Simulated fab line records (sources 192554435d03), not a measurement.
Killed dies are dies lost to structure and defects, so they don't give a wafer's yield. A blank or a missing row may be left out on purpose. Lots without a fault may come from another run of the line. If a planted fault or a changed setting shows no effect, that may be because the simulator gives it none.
Problem report in the 8D (eight disciplines) form, filled by code -- flow n5-finfet -- the parts of the form that need people (team, actions taken, sign-off) are left out

## 1. WHAT WENT WRONG
bias-w at N5_MOL_CONTACT_COAG_ETCH_110 reads a mean of 8.89 W on 1 wafer of 1 lot; wafers without a fault read 11.99 W with a standard deviation of 0.037. That puts it -84 standard deviations away from the usual mean.
The step: etches Si in CF4/O2, target depth 2.5 nm, time 8 s.
First observed at day 6 00:37: wafer L644.3, on rie-diel-03. At this step, 15 wafers from 5 lots have a number in the record. Rule for "out" (also "out of limits"): further than 4 standard deviations from the usual mean. All remaining wafers that have a number are taken as sound.

## 2. WHAT IT IS, WHAT IT ISN'T
question,is,is not
which readings at this step,"bias-w, rf-vpp-V","cf4-flow-sccm, drypump-motor-current-A, oes-product-au, showerhead-plenum-p-Torr, throttle-valve-pct"
which lots,L644,"L640, L641, L648, L657"
which wafers of those lots,L644.3,"L644.4, L644.5"
read on which tools,rie-diel-03,"rie-diel-02, rie-diel-04"
when,from day 6 00:37,"up to then (8 sound wafers); but 6 sound wafers of L648, L657 came after"

## 3. THE SUSPECTS, EACH WITH WHAT RULES IT OUT
Counting: a tool at a process step up to the reading stays a suspect if it ran every lot that is out. Sound lots after the first of them don't rule it out here, since some wafers of a struck lot are sound.
- rie-diel-03 at N5_MOL_CONTACT_COAG_DESCUM_13 (chemistry O2, time 7 s): kept. It ran the lot that is out, L644 (day 6 00:20); its last sound lot up to then is L640 (day 5 02:33).
- rie-diel-03 at N5_MOL_CONTACT_COAG_ETCH_59 (etches underlayer in N2/H2, target depth 13 nm, time 10.4 s): kept. It ran the lot that is out, L644 (day 6 00:22); its last sound lot up to then is L640 (day 5 02:35).
- rie-diel-03 at N5_MOL_CONTACT_COAG_ETCH_105 (etches SiARC in CF4, target depth 15.6 nm, time 26 s): kept. It ran the lot that is out, L644 (day 6 00:23); its last sound lot up to then is L640 (day 5 02:37).
- rie-diel-03 at N5_MOL_CONTACT_COAG_ETCH_106 (etches SOC in N2/H2, target depth 80 nm, overetch 16 nm, time 120 s): kept. It ran the lot that is out, L644 (day 6 00:25); its last sound lot up to then is L640 (day 5 02:38).
- rie-diel-03 at N5_MOL_CONTACT_COAG_ETCH_110 (etches Si in CF4/O2, target depth 2.5 nm, time 8 s): kept. It ran the lot that is out, L644 (day 6 00:37); its last sound lot up to then is L640 (day 5 02:50). Its own bias-w, rf-vpp-V readings are out on those wafers.
- At N5_MOL_CONTACT_COAG_DESCUM_13, inside rie-diel-03: chamber 0 took the wafers that are out, while their sound lot-mates went through chambers 1, 3.
- At N5_MOL_CONTACT_COAG_ETCH_59, inside rie-diel-03: chamber 0 took the wafers that are out, while their sound lot-mates went through chambers 1, 3.
- At N5_MOL_CONTACT_COAG_ETCH_105, inside rie-diel-03: chamber 0 took the wafers that are out, while their sound lot-mates went through chambers 1, 3.
- At N5_MOL_CONTACT_COAG_ETCH_106, inside rie-diel-03: chamber 0 took the wafers that are out, while their sound lot-mates went through chambers 1, 3.
- At N5_MOL_CONTACT_COAG_ETCH_110, inside rie-diel-03: chamber 0 took the wafers that are out, while their sound lot-mates went through chambers 1, 3.
Left after counting: rie-diel-03 at N5_MOL_CONTACT_COAG_DESCUM_13, rie-diel-03 at N5_MOL_CONTACT_COAG_ETCH_59, rie-diel-03 at N5_MOL_CONTACT_COAG_ETCH_105, rie-diel-03 at N5_MOL_CONTACT_COAG_ETCH_106, rie-diel-03 at N5_MOL_CONTACT_COAG_ETCH_110.

## 4. THE CAUSE (what the simulator had put in)
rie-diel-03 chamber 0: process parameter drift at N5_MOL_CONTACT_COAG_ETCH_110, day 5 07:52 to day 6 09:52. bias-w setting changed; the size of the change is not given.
Counting left 5 suspects, and this tool is among them.

## 5. SEQUENCE OF EFFECTS, ordered by route
Each row: a reading whose mean over the struck wafers that have a number lies more than 3 standard deviations from the usual. Only readings whose record carries a usual standard deviation are examined. hours: median over the lots of the time between each lot's start at the first step of this table that gives one and its start at this step. sigmas: the change, counted in usual standard deviations.
hours,step,reading,usual,on struck wafers,change,sigmas
0,N5_MOL_CONTACT_COAG_ETCH_110,bias-w,11.99 W,8.89,-3.10,-84
0,N5_MOL_CONTACT_COAG_ETCH_110,rf-vpp-V,129 V,95,-34,-11
Its process steps:
- N5_MOL_CONTACT_COAG_ETCH_110: etches Si in CF4/O2, target depth 2.5 nm, time 8 s.
Later measuring or inspecting steps at which every struck wafer that the step has a row for has a number for every such reading, and none has moved that far: N5_BEOL_M4_RC_MEAS_101.

## 6. HOW IT WOULD HAVE BEEN CAUGHT EARLIER
First out-of-limits reading in this record: day 6 00:37, which is 17 hours after fault onset at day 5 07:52.
